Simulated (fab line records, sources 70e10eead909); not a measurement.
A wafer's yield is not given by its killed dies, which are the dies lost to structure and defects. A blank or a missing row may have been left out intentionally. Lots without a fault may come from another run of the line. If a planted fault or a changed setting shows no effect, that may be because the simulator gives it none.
What tool caused it? | flow nandHarc | Sampling: 12 lots, 36 wafers, 5 of 1159 route steps

== WHAT THE GAUGES SHOWED, per wafer ==
NHARC_P_CONTACT_INSPECT_27.
lot  | measured     | on               | rawDefectCount
L535 | day 5 20:52  | defectInspect-01 | 290 242 213
L537 | day 6 00:42  | defectInspect-01 | 215 300 184
L536 | day 6 10:08  | defectInspect-02 | 132 218 199
L539 | day 6 14:06  | defectInspect-01 | 277 251 237
L542 | day 7 16:54  | defectInspect-01 | 290 268 237
L544 | day 7 21:34  | defectInspect-02 | 189 183 257
L543 | day 7 22:08  | defectInspect-02 | 430 266 331
L546 | day 9 01:52  | defectInspect-02 | 160 377 324
L552 | day 10 06:46 | defectInspect-02 | 269 209 277
L553 | day 10 08:59 | defectInspect-02 | 257 240 211
L556 | day 11 00:29 | defectInspect-01 | 356 201 292
L558 | day 11 06:35 | defectInspect-01 | 337 331 306

NHARC_END_SORT_01.
lot  | measured     | on        | defectLimitedYield (%) | killedAtArray | killedAtOther | killedAtPeriphery | killedDies | killedOpen | killedShort | sort_bin_2_pct (%) | sort_bin_3_pct (%) | sort_bin_4_pct (%) | sortNPass   | sortRimYieldPct (%) | sortYieldPct (%)
L535 | day 20 07:49 | prober-02 | 95.6 95.0 95.1         | 25 28 28      | 0 1 0         | 5 5 5             | 30 34 33   | 7 2 2      | 2 3 2       | 1.0 1.3 1.8        | 0.30 0.30 0        | 3.1 3.4 3.1        | 647 643 644 | 92 95 98            | 95.6 95.0 95.1
L537 | day 19 22:28 | prober-01 | 96.2 97.3 95.9         | 23 17 26      | 0 0 1         | 3 1 1             | 26 18 28   | 4 1 6      | 3 4 2       | 1.2 0.3 0.9        | 0 0.30 0.15        | 2.7 2.1 3.1        | 651 659 649 | 94 97 92            | 96.2 97.3 95.9
L536 | day 20 06:17 | prober-01 | 93.9 94.2 94.5         | 34 27 28      | 1 2 0         | 6 10 9            | 41 39 37   | 1 1 1      | 2 0 1       | 2.4 1.5 1.2        | 0.30 0.74 0.59     | 3.4 3.5 3.7        | 636 638 640 | 90 92 92            | 93.9 94.2 94.5
L539 | day 19 14:44 | prober-01 | 94.8 97.3 96.5         | 29 12 15      | 1 1 3         | 5 5 6             | 35 18 24   | 4 1 2      | 0 2 2       | 1.3 0.7 1.5        | 0 0 0.15           | 3.8 1.9 1.9        | 642 659 653 | 93 100 94           | 94.8 97.3 96.5
L542 | day 21 15:35 | prober-02 | 95.0 93.9 97.0         | 27 39 17      | 0 0 1         | 7 2 2             | 34 41 20   | 6 3 3      | 2 5 1       | 1.6 1.8 1.2        | 0.15 0.15 0.15     | 3.2 4.1 1.6        | 643 636 657 | 92 92 97            | 95.0 93.9 97.0
L544 | day 21 00:43 | prober-01 | 94.4 90.7 94.1         | 30 59 31      | 4 0 0         | 4 4 9             | 38 63 40   | 4 5 2      | 2 6 4       | 1.2 3.8 1.6        | 0 0.59 0.59        | 4.4 4.9 3.7        | 639 614 637 | 89 89 91            | 94.4 90.7 94.1
L543 | day 21 07:55 | prober-02 | 96.3 97.2 95.9         | 21 18 25      | 0 0 1         | 4 1 2             | 25 19 28   | 5 2 4      | 0 4 2       | 1.3 0.6 1.8        | 0.30 0.15 0.15     | 2.1 2.1 2.2        | 652 658 649 | 97 97 95            | 96.3 97.2 95.9
L546 | day 22 00:53 | prober-01 | 93.5 93.1 93.1         | 42 45 42      | 1 2 1         | 1 0 4             | 44 47 47   | 2 1 2      | 1 1 1       | 1.9 2.4 2.4        | 0.44 0.15 0        | 4.1 4.4 4.6        | 633 630 630 | 90 90 89            | 93.5 93.1 93.1
L552 | day 23 12:58 | prober-01 | 97.0 94.5 96.0         | 19 30 24      | 1 3 2         | 0 4 1             | 20 37 27   | 1 4 2      | 1 4 0       | 1.2 2.1 1.9        | 0 0.15 0           | 1.8 3.2 2.1        | 657 640 650 | 95 92 93            | 97.0 94.5 96.0
L553 | day 23 15:26 | prober-02 | 96.2 95.6 95.7         | 25 28 27      | 0 0 0         | 1 2 2             | 26 30 29   | 5 4 1      | 3 2 1       | 0.6 0.9 1.3        | 0.15 0.44 0.59     | 3.1 3.1 2.4        | 651 647 648 | 90 94 100           | 96.2 95.6 95.7
L556 | day 24 15:28 | prober-01 | 95.4 95.4 94.2         | 31 28 30      | 0 1 1         | 0 2 8             | 31 31 39   | 3 1 5      | 0 1 4       | 1.5 1.9 1.2        | 0.15 0.59 0.44     | 3.0 2.1 4.1        | 646 646 638 | 90 94 90            | 95.4 95.4 94.2
L558 | day 24 11:26 | prober-02 | 94.1 93.1 94.7         | 35 40 31      | 0 0 1         | 5 7 4             | 40 47 36   | 2 2 7      | 0 8 1       | 1.2 2.8 1.3        | 0.59 0.30 0.15     | 4.1 3.8 3.8        | 637 630 641 | 92 94 94            | 94.1 93.1 94.7

== TOOL THAT RAN EACH LOT (tool first, then ch and the chambers of the sampled wafers, then the start) ==
lot  | NHARC_P_M1_SOFTBAKE_04           | NHARC_P_M1_ETCH_15                          | NHARC_P_M1_STRIP_18
L535 | lithoTrack-04 ch 0, day 6 01:00  | rieDiel-08 ch 1,2,3, day 6 02:25 or earlier | rieDiel-12 ch 0,3, day 6 02:25
L537 | lithoTrack-01 ch 0, day 6 05:00  | rieDiel-12 ch 0,2,3, day 6 06:26 or earlier | rieDiel-12 ch 1,2,3, day 6 06:26
L536 | lithoTrack-01 ch 0, day 6 15:00  | rieDiel-08 ch 0,1,2, day 6 16:02 or earlier | rieDiel-10 ch 0,2,3, day 6 16:02
L539 | lithoTrack-06 ch 0, day 6 18:00  | rieDiel-08 ch 0,2,3, day 6 19:40 or earlier | rieDiel-10 ch 0,1,2, day 6 19:40
L542 | lithoTrack-01 ch 0, day 7 21:00  | rieDiel-12 ch 0,1,2, day 7 22:39 or earlier | rieDiel-12 ch 1,2,3, day 7 22:39
L544 | lithoTrack-01 ch 0, day 8 02:00  | rieDiel-12 ch 0,1,2, day 8 03:02 or earlier | rieDiel-08 ch 0,2, day 8 03:02
L543 | lithoTrack-04 ch 0, day 8 02:00  | rieDiel-12 ch 1,2,3, day 8 03:42 or earlier | rieDiel-08 ch 1,2, day 8 03:42
L546 | lithoTrack-01 ch 0, day 9 06:00  | rieDiel-10 ch 0,1,3, day 9 07:28 or earlier | rieDiel-08 ch 0,1,2, day 9 07:28
L552 | lithoTrack-01 ch 0, day 10 11:00 | rieDiel-10 ch 2,3, day 10 12:20 or earlier  | rieDiel-12 ch 0,1,3, day 10 12:20
L553 | lithoTrack-01 ch 0, day 10 13:00 | rieDiel-08 ch 1,2, day 10 14:40 or earlier  | rieDiel-12 ch 0,1,3, day 10 14:40
L556 | lithoTrack-06 ch 0, day 11 05:00 | rieDiel-12 ch 0,1, day 11 06:17 or earlier  | rieDiel-12 ch 0,1,2, day 11 06:17
L558 | lithoTrack-04 ch 0, day 11 11:00 | rieDiel-10 ch 1,3, day 11 12:14 or earlier  | rieDiel-12 ch 1,3, day 11 12:14
- NHARC_P_M1_SOFTBAKE_04: time 55 s.
- NHARC_P_M1_ETCH_15: etches the open film in C4F8/Ar, target depth 182.5 nm, time 91.2 s.
- NHARC_P_M1_STRIP_18: strips in N2/H2.

== WHAT THE TOOLS THEMSELVES READ (means of the sampled wafers that have a number; where no wafer has one, the mark that the record gives instead) ==
NHARC_P_M1_SOFTBAKE_04.
lot  | tool          | heaterPowerTotalW (W)
L535 | lithoTrack-04 | 188.44
L537 | lithoTrack-01 | 188.29
L536 | lithoTrack-01 | 188.54
L539 | lithoTrack-06 | 188.43
L542 | lithoTrack-01 | 188.36
L544 | lithoTrack-01 | 188.45
L543 | lithoTrack-04 | 188.41
L546 | lithoTrack-01 | 188.52
L552 | lithoTrack-01 | 166.77
L553 | lithoTrack-01 | 166.66
L556 | lithoTrack-06 | 188.63
L558 | lithoTrack-04 | 188.50

NHARC_P_M1_ETCH_15.
lot  | tool       | oesProductAu (a.u.) | rfVppV (V)
L535 | rieDiel-08 | 0.967               | 440.8
L537 | rieDiel-12 | 0.936               | 442.7
L536 | rieDiel-08 | 0.954               | 442.0
L539 | rieDiel-08 | 0.966               | 442.8
L542 | rieDiel-12 | 0.969               | 443.0
L544 | rieDiel-12 | 0.966               | 441.9
L543 | rieDiel-12 | 0.971               | 442.4
L546 | rieDiel-10 | 0.970               | 440.1
L552 | rieDiel-10 | 0.953               | 439.2
L553 | rieDiel-08 | 0.962               | 441.2
L556 | rieDiel-12 | 0.971               | 441.5
L558 | rieDiel-10 | 0.965               | 441.9

NHARC_P_M1_STRIP_18.
lot  | tool       | drypumpMotorCurrentA (A) | oesProductAu (a.u.) | rfVppV (V) | showerheadPlenumPTorr (Torr) | throttleValvePct (%)
L535 | rieDiel-12 | 6.2                      | 0.997               | 91.3       | 2.19                         | 14.174
L537 | rieDiel-12 | 5.3                      | 0.995               | 90.5       | 2.08                         | 14.169
L536 | rieDiel-10 | 5.4                      | 0.991               | 90.0       | 1.96                         | 14.167
L539 | rieDiel-10 | 5.7                      | 1.004               | 90.2       | 2.03                         | 14.173
L542 | rieDiel-12 | 5.3                      | 1.007               | 91.5       | 2.08                         | 14.168
L544 | rieDiel-08 | 6.0                      | 1.003               | 91.1       | 2.15                         | 14.175
L543 | rieDiel-08 | 5.4                      | 0.994               | 90.0       | 2.04                         | 14.173
L546 | rieDiel-08 | 5.7                      | 0.991               | 91.3       | 2.09                         | 14.167
L552 | rieDiel-12 | 5.9                      | 0.992               | 91.3       | 2.13                         | 14.175
L553 | rieDiel-12 | 5.9                      | 0.992               | 91.6       | 2.13                         | 14.166
L556 | rieDiel-12 | 5.8                      | 0.990               | 90.9       | 2.10                         | 14.165
L558 | rieDiel-12 | 5.3                      | 0.994               | 90.6       | 2.12                         | 14.163

== THE ANSWER, worked out from the rows above alone ==
Rule: what is usual is taken from the lots themselves. Put in order of their means at a reading, lots are off if they are a third of the lots or fewer, leave a main group of 4 or more, and stand apart from it by a gap of 3 or more times the standard deviation of the main group's means; of several such gaps the widest counts. A main group is skipped when, at the precision printed for the reading in the tables above, its means are all equal. Also off: a lot with no number at a reading for which 4 or more lots have one. Where the step has rows for the other lots, those lots are counted as sound. After the gauges, taken in route order, come the tools' own readings; for these a lot's mean is taken, as printed above. At the first step where some lot is off, the reading lying furthest off is the one used; lots without a number count as furthest.
Off: L552, L553, at NHARC_P_M1_SOFTBAKE_04 (heaterPowerTotalW). Mean 188.46 W and standard deviation 0.091 in the main group.
If a tool, at that step or one of the process steps before it, ran each lot that is off and ran no sound lot following the first of them, it fits. One candidate fits, namely lithoTrack-01 at NHARC_P_M1_SOFTBAKE_04. Its last sound lot is L546 (day 9 06:00), its first lot that is off L552 (day 10 11:00): a fault that began between those two fits.
On the lots that are off, the tool's own readings at NHARC_P_M1_SOFTBAKE_04 differ by more than 5 times the standard deviation of the sound lots' means, which bears it out; heaterPowerTotalW reads 166.72 W there versus 188.46 W on the sound lots.

== WHAT HAD BEEN PUT IN BY THE SIMULATOR ==
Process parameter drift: lithoTrack-01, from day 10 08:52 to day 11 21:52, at NHARC_P_M1_SOFTBAKE_04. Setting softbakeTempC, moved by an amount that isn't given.
Lots struck among those shown: L552, L553. Same finding as the rule above.
